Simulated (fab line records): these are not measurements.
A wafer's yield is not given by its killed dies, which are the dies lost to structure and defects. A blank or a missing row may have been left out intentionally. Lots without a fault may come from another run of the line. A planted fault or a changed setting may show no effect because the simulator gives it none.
Split-lot study / flow n5 finfet / 21 wafers read from 7 lots, route of 1938 steps

ABOUT THE SPLIT
At N5_SD_EPI_N_DEVELOP_08 (develop time 30 s), the setting develop time s was moved away from the recipe's 30 s on 7 of the 21 wafers read, by -20.1% to +19.2%. All remaining wafers had this setting at the recipe value.

Between the split and the reading, the file records no step.

THE READING
Shown in nm: cd nm at N5_SD_EPI_N_CD_MEAS_09, with target cd 120 nm. A value of 120.0 nm with a standard deviation of 0.55 nm is what fault-free wafers of this fab line usually give.

wafer=L074.2; tool, chamber at the split=litho track-03, 0; develop time s as run, s=32.07; against the recipe=+6.9%; cd nm, nm=120.1; against lot-mates on the recipe=+0.2
wafer=L074.3; tool, chamber at the split=litho track-03, 0; develop time s as run, s=30; against the recipe=recipe; cd nm, nm=120.1; against lot-mates on the recipe=-
wafer=L074.5; tool, chamber at the split=litho track-03, 0; develop time s as run, s=30; against the recipe=recipe; cd nm, nm=119.7; against lot-mates on the recipe=-
wafer=L078.3; tool, chamber at the split=litho track-05, 0; develop time s as run, s=30; against the recipe=recipe; cd nm, nm=119.8; against lot-mates on the recipe=-
wafer=L078.5; tool, chamber at the split=litho track-05, 0; develop time s as run, s=30; against the recipe=recipe; cd nm, nm=119.8; against lot-mates on the recipe=-
wafer=L078.6; tool, chamber at the split=litho track-05, 0; develop time s as run, s=30; against the recipe=recipe; cd nm, nm=120.0; against lot-mates on the recipe=-
wafer=L082.3; tool, chamber at the split=litho track-01, 0; develop time s as run, s=30; against the recipe=recipe; cd nm, nm=119.5; against lot-mates on the recipe=-
wafer=L082.5; tool, chamber at the split=litho track-01, 0; develop time s as run, s=35.76; against the recipe=+19.2%; cd nm, nm=120.1; against lot-mates on the recipe=+0.6
wafer=L082.6; tool, chamber at the split=litho track-01, 0; develop time s as run, s=35.76; against the recipe=+19.2%; cd nm, nm=120.3; against lot-mates on the recipe=+0.8
wafer=L085.1; tool, chamber at the split=litho track-01, 0; develop time s as run, s=30; against the recipe=recipe; cd nm, nm=119.9; against lot-mates on the recipe=-
wafer=L085.2; tool, chamber at the split=litho track-01, 0; develop time s as run, s=27.56; against the recipe=-8.1%; cd nm, nm=119.9; against lot-mates on the recipe=+0.0
wafer=L085.6; tool, chamber at the split=litho track-01, 0; develop time s as run, s=27.56; against the recipe=-8.1%; cd nm, nm=119.4; against lot-mates on the recipe=-0.5
wafer=L090.2; tool, chamber at the split=litho track-05, 0; develop time s as run, s=30; against the recipe=recipe; cd nm, nm=120.0; against lot-mates on the recipe=-
wafer=L090.4; tool, chamber at the split=litho track-05, 0; develop time s as run, s=30; against the recipe=recipe; cd nm, nm=120.2; against lot-mates on the recipe=-
wafer=L090.5; tool, chamber at the split=litho track-05, 0; develop time s as run, s=30; against the recipe=recipe; cd nm, nm=120.3; against lot-mates on the recipe=-
wafer=L091.2; tool, chamber at the split=litho track-03, 0; develop time s as run, s=23.96; against the recipe=-20.1%; cd nm, nm=118.9; against lot-mates on the recipe=-1.6
wafer=L091.3; tool, chamber at the split=litho track-03, 0; develop time s as run, s=23.96; against the recipe=-20.1%; cd nm, nm=119.1; against lot-mates on the recipe=-1.4
wafer=L091.5; tool, chamber at the split=litho track-03, 0; develop time s as run, s=30; against the recipe=recipe; cd nm, nm=120.5; against lot-mates on the recipe=-
wafer=L094.3; tool, chamber at the split=litho track-01, 0; develop time s as run, s=30; against the recipe=recipe; cd nm, nm=119.6; against lot-mates on the recipe=-
wafer=L094.4; tool, chamber at the split=litho track-01, 0; develop time s as run, s=30; against the recipe=recipe; cd nm, nm=119.5; against lot-mates on the recipe=-
wafer=L094.5; tool, chamber at the split=litho track-01, 0; develop time s as run, s=30; against the recipe=recipe; cd nm, nm=119.7; against lot-mates on the recipe=-

THE FIT
A straight line over all 21 wafers: cd nm changes by +0.0304 nm for each +1% of develop time s; r = +0.71; the points scatter about the line by 0.29 nm.
The same after taking each lot's own level away (the mean of its wafers on the recipe; 21 wafers): +0.0533 nm for each +1%; r = +0.92; scatter 0.22 nm.
On that fit, the largest move of develop time s shifts the reading by 1.1 nm.
Across the lots, their own levels run from 119.50 to 120.50 nm, a range of 1.8 times the standard deviation given above.
So the lot-to-lot level blurs the effect unless lot-mates are compared.
Check: for one of the wafers moved furthest among these (-20.1%), held out of the fit, the line's prediction against its lot-mates is -0.961 nm. Against them it came out at -1.6 nm.

OTHER SPLITS ON THESE WAFERS
These wafers also went through other splits before the reading. Each is held against what the fit with the lots' levels taken away leaves over:
other split on the same wafers=N5_WELL_APT_COAT_02 spin rpm; wafers away from the commonest value=9; r with cd nm (lot level and that fit taken away)=-0.11
other split on the same wafers=N5_WELL_APT_EXPOSE_05 dose mj; wafers away from the commonest value=5; r with cd nm (lot level and that fit taken away)=+0.24
other split on the same wafers=N5_PMOS_HMC_CHANNEL_EPI_PEB_07 peb time s; wafers away from the commonest value=6; r with cd nm (lot level and that fit taken away)=-0.07
other split on the same wafers=N5_PMOS_HMC_CHANNEL_EPI_DEVELOP_08 develop time s; wafers away from the commonest value=7; r with cd nm (lot level and that fit taken away)=+0.34
other split on the same wafers=N5_FIN_SAQP_ETCH_65 time s; wafers away from the commonest value=4; r with cd nm (lot level and that fit taken away)=-0.06
other split on the same wafers=N5_FIN_CUT_ETCH_21 time s; wafers away from the commonest value=8; r with cd nm (lot level and that fit taken away)=+0.29
other split on the same wafers=N5_FIN_CUT_CUT_ETCH_26 source w; wafers away from the commonest value=4; r with cd nm (lot level and that fit taken away)=-0.35

FILE'S OWN FIT
cd nm changes by +0.0541 nm for each +1% of develop time s, r = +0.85.
